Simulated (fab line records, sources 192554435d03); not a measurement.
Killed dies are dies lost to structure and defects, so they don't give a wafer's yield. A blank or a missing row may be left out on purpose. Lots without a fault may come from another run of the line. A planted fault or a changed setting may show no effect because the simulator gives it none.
Which tool did it? | flow n5_finfet | 24 lots, 72 wafers sampled, at 5 steps of a route of 1938

WHAT THE GAUGES READ, wafer by wafer
N5_BEOL_M10_INSPECT_13: inspects for defects (brightfield). Usual: raw_defect_count 405, standard deviation 89.
lot  | measured     | on                | raw_defect_count | flag
L074 | day 10 17:58 | defect_inspect-01 | 594 566 505      |
L075 | day 11 06:08 | defect_inspect-02 | 380 258 219      |
L076 | day 11 08:27 | defect_inspect-01 | 406 452 394      |
L077 | day 11 19:22 | defect_inspect-02 | 347 324 370      |
L079 | day 11 19:50 | defect_inspect-01 | 529 295 572      |
L078 | day 11 21:17 | defect_inspect-02 | 336 326 296      |
L080 | day 12 01:02 | defect_inspect-02 | 373 334 390      |
L081 | day 12 06:08 | defect_inspect-01 | 410 572 401      |
L083 | day 12 23:42 | defect_inspect-02 | 393 381 262      |
L082 | day 13 02:35 | defect_inspect-01 | 468 647 441      |
L084 | day 13 08:47 | defect_inspect-01 | 472 460 472      |
L086 | day 13 18:13 | defect_inspect-01 | 386 414 351      |
L087 | day 14 02:52 | defect_inspect-02 | 510 380 318      |
L085 | day 14 06:37 | defect_inspect-01 | 348 411 427      |
L088 | day 14 06:50 | defect_inspect-01 | 267 368 332      |
L090 | day 15 00:45 | defect_inspect-02 | 388 476 427      |
L091 | day 15 10:06 | defect_inspect-01 | 335 414 437      |
L089 | day 15 10:35 | defect_inspect-01 | 455 480 381      |
L093 | day 15 17:01 | defect_inspect-01 | 400 500 454      |
L092 | day 16 03:42 | defect_inspect-01 | 319 408 288      |
L096 | day 16 03:53 | defect_inspect-02 | 702 415 412      |
L094 | day 16 07:07 | defect_inspect-01 | 342 397 402      |
L095 | day 16 07:44 | defect_inspect-01 | 249 237 331      |
L097 | day 17 11:14 | defect_inspect-02 | 383 346 372      |

N5_BEOL_M11_INSPECT_13: inspects for defects (brightfield). Usual: raw_defect_count 435, standard deviation 100.
lot  | measured     | on                | raw_defect_count | flag
L074 | day 11 01:56 | defect_inspect-01 | 333 356 309      |
L075 | day 11 19:29 | defect_inspect-02 | 361 413 311      |
L076 | day 11 19:04 | defect_inspect-02 | 723 543 518      |
L077 | day 12 02:44 | defect_inspect-01 | 582 521 479      |
L079 | day 12 04:00 | defect_inspect-01 | 355 368 512      |
L078 | day 12 06:11 | defect_inspect-02 | 433 434 602      |
L080 | day 12 06:32 | defect_inspect-02 | 683 441 368      |
L081 | day 12 14:34 | defect_inspect-02 | 538 411 452      |
L083 | day 13 08:43 | defect_inspect-01 | 433 504 489      |
L082 | day 13 14:42 | defect_inspect-02 | 320 351 352      |
L084 | day 13 18:31 | defect_inspect-02 | 310 417 374      |
L086 | day 14 03:01 | defect_inspect-01 | 409 569 540      |
L087 | day 14 11:09 | defect_inspect-01 | 384 291 416      |
L085 | day 14 18:32 | defect_inspect-02 | 433 463 394      |
L088 | day 14 18:23 | defect_inspect-02 | 360 344 429      |
L090 | day 15 08:08 | defect_inspect-01 | 774 651 475      |
L091 | day 15 16:47 | defect_inspect-01 | 402 558 414      |
L089 | day 15 19:31 | defect_inspect-02 | 348 355 291      |
L093 | day 16 03:02 | defect_inspect-01 | 491 373 513      |
L092 | day 16 11:21 | defect_inspect-02 | 315 499 365      |
L096 | day 16 10:28 | defect_inspect-01 | 441 384 492      |
L094 | day 16 16:09 | defect_inspect-01 | 479 531 490      |
L095 | day 16 16:13 | defect_inspect-02 | 651 386 334      |
L097 | day 17 20:12 | defect_inspect-01 | 491 340 336      |

WHICH TOOL RAN EACH LOT (tool, then ch and the chambers of the sampled wafers, then the start)
lot  | N5_BEOL_M9_DEGAS_44          | N5_BEOL_M9_PRE_CLEAN_45      | N5_BEOL_M10_DESCUM_33
L074 | pvd_sputter-01, day 10 13:10 | pvd_sputter-01, day 10 13:12 | rie_diel-02 ch 1,2, day 10 19:25
L075 | pvd_sputter-01, day 11 01:45 | pvd_sputter-01, day 11 01:47 | rie_diel-05 ch 0,1, day 11 11:13
L076 | pvd_sputter-03, day 11 04:58 | pvd_sputter-03, day 11 05:01 | rie_diel-02 ch 0,1, day 11 10:50
L077 | pvd_sputter-03, day 11 12:27 | pvd_sputter-03, day 11 12:29 | rie_diel-05 ch 0,2, day 11 20:19
L079 | pvd_sputter-02, day 11 15:02 | pvd_sputter-02, day 11 15:04 | rie_diel-02 ch 0,1,3, day 11 23:44
L078 | pvd_sputter-03, day 11 17:43 | pvd_sputter-03, day 11 17:46 | rie_diel-05 ch 0,3, day 12 00:08
L080 | pvd_sputter-01, day 11 19:23 | pvd_sputter-01, day 11 19:26 | rie_diel-05 ch 0,1,2, day 12 01:55
L081 | pvd_sputter-02, day 12 00:49 | pvd_sputter-02, day 12 00:52 | rie_diel-05 ch 1,2,3, day 12 07:10
L083 | pvd_sputter-01, day 12 19:24 | pvd_sputter-01, day 12 19:27 | rie_diel-06 ch 0,1,3, day 13 01:10
L082 | pvd_sputter-03, day 12 22:59 | pvd_sputter-03, day 12 23:02 | rie_diel-02 ch 1,2, day 13 04:05
L084 | pvd_sputter-03, day 13 04:58 | pvd_sputter-03, day 13 05:00 | rie_diel-06 ch 0,2, day 13 12:50
L086 | pvd_sputter-02, day 13 14:04 | pvd_sputter-02, day 13 14:07 | rie_diel-02 ch 1,2,3, day 13 21:46
L087 | pvd_sputter-02, day 13 23:00 | pvd_sputter-02, day 13 23:02 | rie_diel-02 ch 1,2,3, day 14 05:08
L085 | pvd_sputter-02, day 13 23:36 | pvd_sputter-02, day 13 23:38 | rie_diel-02 ch 0,1,2, day 14 08:10
L088 | pvd_sputter-03, day 14 02:08 | pvd_sputter-03, day 14 02:10 | rie_diel-06 ch 0,3, day 14 07:55
L090 | pvd_sputter-02, day 14 21:22 | pvd_sputter-02, day 14 21:25 | rie_diel-06 ch 1,2,3, day 15 03:05
L091 | pvd_sputter-01, day 15 06:16 | pvd_sputter-01, day 15 06:18 | rie_diel-02 ch 0,1,3, day 15 11:13
L089 | pvd_sputter-03, day 15 06:35 | pvd_sputter-03, day 15 06:38 | rie_diel-02 ch 0,1,3, day 15 13:12
L093 | pvd_sputter-03, day 15 12:38 | pvd_sputter-03, day 15 12:40 | rie_diel-02 ch 0,1,3, day 15 17:59
L092 | pvd_sputter-01, day 15 23:43 | pvd_sputter-01, day 15 23:46 | rie_diel-02 ch 0,2, day 16 05:48
L096 | pvd_sputter-03, day 15 23:47 | pvd_sputter-03, day 15 23:50 | rie_diel-06 ch 0,3, day 16 05:46
L094 | pvd_sputter-01, day 16 00:48 | pvd_sputter-01, day 16 00:50 | rie_diel-06 ch 1,2,3, day 16 08:44
L095 | pvd_sputter-01, day 16 03:07 | pvd_sputter-01, day 16 03:10 | rie_diel-05 ch 0,2, day 16 08:56
L097 | pvd_sputter-01, day 17 05:30 | pvd_sputter-01, day 17 05:32 | rie_diel-06 ch 1,3, day 17 14:34
- N5_BEOL_M9_DEGAS_44: time 60 s.
- N5_BEOL_M9_PRE_CLEAN_45: time 30 s.
- N5_BEOL_M10_DESCUM_33: chemistry O2, time 7.9 s.

WHAT THE TOOLS THEMSELVES READ (means of the sampled wafers that have a number; where no wafer has one, the mark that the record gives instead)
N5_BEOL_M9_DEGAS_44. Usual: heater_power_w 335 W, standard deviation 34.
lot  | tool           | heater_power_w (W) | flag
L074 | pvd_sputter-01 | 389                |
L075 | pvd_sputter-01 | 345                |
L076 | pvd_sputter-03 | 325                |
L077 | pvd_sputter-03 | 321                |
L079 | pvd_sputter-02 | 340                |
L078 | pvd_sputter-03 | 321                |
L080 | pvd_sputter-01 | 350                |
L081 | pvd_sputter-02 | 322                |
L083 | pvd_sputter-01 | 341                |
L082 | pvd_sputter-03 | 331                |
L084 | pvd_sputter-03 | 330                |
L086 | pvd_sputter-02 | 304                |
L087 | pvd_sputter-02 | 308                |
L085 | pvd_sputter-02 | 346                |
L088 | pvd_sputter-03 | 317                |
L090 | pvd_sputter-02 | 342                |
L091 | pvd_sputter-01 | 367                |
L089 | pvd_sputter-03 | 331                |
L093 | pvd_sputter-03 | 328                |
L092 | pvd_sputter-01 | 343                |
L096 | pvd_sputter-03 | 324                |
L094 | pvd_sputter-01 | 367                |
L095 | pvd_sputter-01 | 354                |
L097 | pvd_sputter-01 | 349                |

N5_BEOL_M9_PRE_CLEAN_45. Usual: heater_power_w 335 W, standard deviation 35.
lot  | tool           | heater_power_w (W) | flag
L074 | pvd_sputter-01 | 390                |
L075 | pvd_sputter-01 | 340                |
L076 | pvd_sputter-03 | 326                |
L077 | pvd_sputter-03 | 316                |
L079 | pvd_sputter-02 | 338                |
L078 | pvd_sputter-03 | 322                |
L080 | pvd_sputter-01 | 354                |
L081 | pvd_sputter-02 | 327                |
L083 | pvd_sputter-01 | 346                |
L082 | pvd_sputter-03 | 327                |
L084 | pvd_sputter-03 | 331                |
L086 | pvd_sputter-02 | 305                |
L087 | pvd_sputter-02 | 308                |
L085 | pvd_sputter-02 | 350                |
L088 | pvd_sputter-03 | 315                |
L090 | pvd_sputter-02 | 345                |
L091 | pvd_sputter-01 | 362                |
L089 | pvd_sputter-03 | 325                |
L093 | pvd_sputter-03 | 330                |
L092 | pvd_sputter-01 | 345                |
L096 | pvd_sputter-03 | 329                |
L094 | pvd_sputter-01 | 367                |
L095 | pvd_sputter-01 | 350                |
L097 | pvd_sputter-01 | 351                |

N5_BEOL_M10_DESCUM_33. Usual: chamber_pressure_mTorr 20.001 mTorr, standard deviation 0.017; drypump_motor_current_A 5.6 A, standard deviation 0.51; oes_product_au 0.79 a.u., standard deviation 0.091; rf_vpp_V 243.2 V, standard deviation 1.2; showerhead_plenum_p_Torr 2.10 Torr, standard deviation 0.057; temp_c 39.99 C, standard deviation 0.12; throttle_valve_pct 20.5 %, standard deviation 0.32.
lot  | tool        | chamber_pressure_mTorr (mTorr) | drypump_motor_current_A (A) | oes_product_au (a.u.) | rf_vpp_V (V) | showerhead_plenum_p_Torr (Torr) | temp_c (C) | throttle_valve_pct (%) | flag
L074 | rie_diel-02 | 20.003                         | 5.5                         | 0.73                  | 243.4        | 2.13                            | 40.05      | 20.7                   |
L075 | rie_diel-05 | 20.013                         | 5.8                         | 0.74                  | 243.7        | 2.00                            | 40.08      | 20.1                   |
L076 | rie_diel-02 | 19.993                         | 6.0                         | 0.69                  | 243.0        | 2.15                            | 39.99      | 21.0                   |
L077 | rie_diel-05 | 20.004                         | 6.2                         | 0.78                  | 241.2        | 1.99                            | 39.91      | 20.2                   |
L079 | rie_diel-02 | 20.002                         | 5.7                         | 0.77                  | 242.7        | 2.14                            | 40.00      | 20.9                   |
L078 | rie_diel-05 | 20.004                         | 5.8                         | 0.91                  | 242.3        | 2.10                            | 39.94      | 20.2                   |
L080 | rie_diel-05 | 19.986                         | 5.7                         | 0.76                  | 242.9        | 2.03                            | 39.97      | 20.2                   |
L081 | rie_diel-05 | 19.996                         | 5.5                         | 0.82                  | 242.6        | 2.09                            | 39.91      | 20.2                   |
L083 | rie_diel-06 | 20.003                         | 5.5                         | 0.79                  | 243.7        | 2.09                            | 39.86      | 20.2                   |
L082 | rie_diel-02 | 20.000                         | 5.5                         | 0.70                  | 242.7        | 2.12                            | 40.06      | 20.8                   |
L084 | rie_diel-06 | 19.999                         | 5.3                         | 0.77                  | 244.5        | 2.13                            | 40.14      | 20.5                   |
L086 | rie_diel-02 | 19.994                         | 5.4                         | 0.75                  | 243.3        | 2.13                            | 39.93      | 20.8                   |
L087 | rie_diel-02 | 20.001                         | 5.4                         | 0.75                  | 244.0        | 2.13                            | 40.01      | 20.8                   |
L085 | rie_diel-02 | 20.016                         | 5.7                         | 0.77                  | 243.7        | 2.14                            | 40.03      | 20.8                   |
L088 | rie_diel-06 | 20.013                         | 5.1                         | 0.76                  | 243.3        | 2.09                            | 40.14      | 20.3                   |
L090 | rie_diel-06 | 19.988                         | 5.5                         | 0.83                  | 244.5        | 2.09                            | 39.84      | 20.2                   |
L091 | rie_diel-02 | 20.000                         | 5.7                         | 0.81                  | 244.2        | 2.13                            | 40.05      | 20.8                   |
L089 | rie_diel-02 | 20.013                         | 5.8                         | 0.81                  | 243.7        | 2.13                            | 39.95      | 20.8                   |
L093 | rie_diel-02 | 20.017                         | 5.8                         | 0.81                  | 243.4        | 2.13                            | 39.97      | 20.8                   |
L092 | rie_diel-02 | 19.993                         | 5.8                         | 0.91                  | 243.9        | 2.15                            | 40.01      | 20.6                   |
L096 | rie_diel-06 | 19.996                         | 5.0                         | 0.78                  | 242.2        | 2.06                            | 40.09      | 20.2                   |
L094 | rie_diel-06 | 20.006                         | 5.5                         | 0.83                  | 242.9        | 2.09                            | 40.00      | 20.2                   |
L095 | rie_diel-05 | 19.998                         | 6.0                         | 0.76                  | 241.8        | 2.00                            | 39.98      | 20.3                   |
L097 | rie_diel-06 | 19.994                         | 5.9                         | 0.79                  | 243.2        | 2.08                            | 40.04      | 20.1                   |

THE ANSWER, worked out from the rows above alone
Rule: a lot is off if the mean of its wafers that have a number lies more than 3 standard deviations from the usual mean. A lot without any number at a reading at which 4 lots or more have one is off too. The other lots that the step has rows for count as sound. The gauges are gone through in route order, then the tools' own readings, and for those a lot's mean is taken as printed above. The first step at which some lot is off is used, and at that step the reading that is off furthest; a lot without a number counts as furthest.
No lot is off at any reading shown: from this, nothing can be told.

WHAT THE SIMULATOR HAD PUT IN
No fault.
